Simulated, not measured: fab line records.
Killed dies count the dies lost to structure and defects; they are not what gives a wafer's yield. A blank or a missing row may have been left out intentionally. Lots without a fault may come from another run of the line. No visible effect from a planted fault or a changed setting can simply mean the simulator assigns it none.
2 desks looking at one fault    flow nandHarc    what lay behind the numbers comes last; until then each desk has only its own

== FOR THE TOOL OWNER'S DESK: rieDiel-02 ==
The tool's own readings at NHARC_P_CONTACT_ETCH_35 (etches the open film in CF4, target depth 39 nm, time 65 s): means of the sampled wafers that have a number, for each lot that ran on this tool. Any lot whose mean is over 4 standard deviations away from the usual mean is out of limits and marked OUT; that distance is given in the brackets.
Columns: A = chamberPressureMTorr at NHARC_P_CONTACT_ETCH_35, usual 50.00 mTorr; B = drypumpMotorCurrentA at NHARC_P_CONTACT_ETCH_35, usual 5.6 A; C = oesProductAu at NHARC_P_CONTACT_ETCH_35, usual 1.002 a.u.; D = rfVppV at NHARC_P_CONTACT_ETCH_35, usual 151.8 V; E = runLengthS at NHARC_P_CONTACT_ETCH_35, usual 86.4 s; F = showerheadPlenumPTorr at NHARC_P_CONTACT_ETCH_35, usual 1.81 Torr; G = throttleValvePct at NHARC_P_CONTACT_ETCH_35, usual 13.283 %
lot   first seen here  A      B    C      D      E                F     G
L432  day 7 06:42      49.98  5.8  1.013  151.9  86.2             1.82  13.281
L442  day 12 00:23     50.03  5.8  1.001  151.7  82.0 (-8.6) OUT  1.83  13.287
L443  day 12 01:46     50.03  5.8  1.004  152.5  81.8 (-9.0) OUT  1.82  13.290
Finding of this desk: L442, L443 out of limits; the first was L442 at day 12 00:23, on runLengthS at NHARC_P_CONTACT_ETCH_35. In limits: L432.

== AT THE METROLOGY DESK ==
What the gauges read, lot by lot, whatever tool the lot ran on: means of the sampled wafers that have a number. Any lot whose mean is over 4 standard deviations away from the usual mean is out of limits and marked OUT; that distance is given in the brackets.
Columns: A = overlayXNm at NHARC_P_CONTACT_OVL_MEAS_13, usual -0.2 nm; B = overlayYNm at NHARC_P_CONTACT_OVL_MEAS_13, usual -0.2 nm
lot   first seen here  A     B
L431  day 6 16:49      0.1   -0.4
L432  day 7 06:31      -1.1  -0.1
L433  day 7 08:50      1.1   -0.4
L434  day 8 00:16      1.3   1.8
L437  day 9 07:55      0.6   -0.0
L442  day 12 00:11     -1.2  -0.7
L444  day 12 00:50     0.4   -0.0
L443  day 12 01:35     -1.8  1.1
L445  day 12 18:24     0.0   -1.0
L447  day 13 17:02     -0.3  -0.4
L451  day 15 02:26     -0.9  -1.0
L452  day 15 13:53     -0.2  0.8
Result from this desk: across the 12 lots, nothing is out of limits.

== ALL TOGETHER ==
An alarm could have come from the tool owner's desk at day 12 00:23, on L442, L443.
From the metrology desk's view, nothing was out of limits.
The metrology desk holds a record of L442, L443, inside its limits.
Every lot named ran NHARC_P_CONTACT_ETCH_35 on rieDiel-02.

== WHAT THE SIMULATOR HAD INSERTED ==
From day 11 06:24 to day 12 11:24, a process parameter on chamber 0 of rieDiel-02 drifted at NHARC_P_CONTACT_ETCH_35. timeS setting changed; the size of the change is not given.
Struck lots among those shown: L442, L443.
Hours from the fault's start to each desk's first reading out of limits: the tool owner's desk, 18.
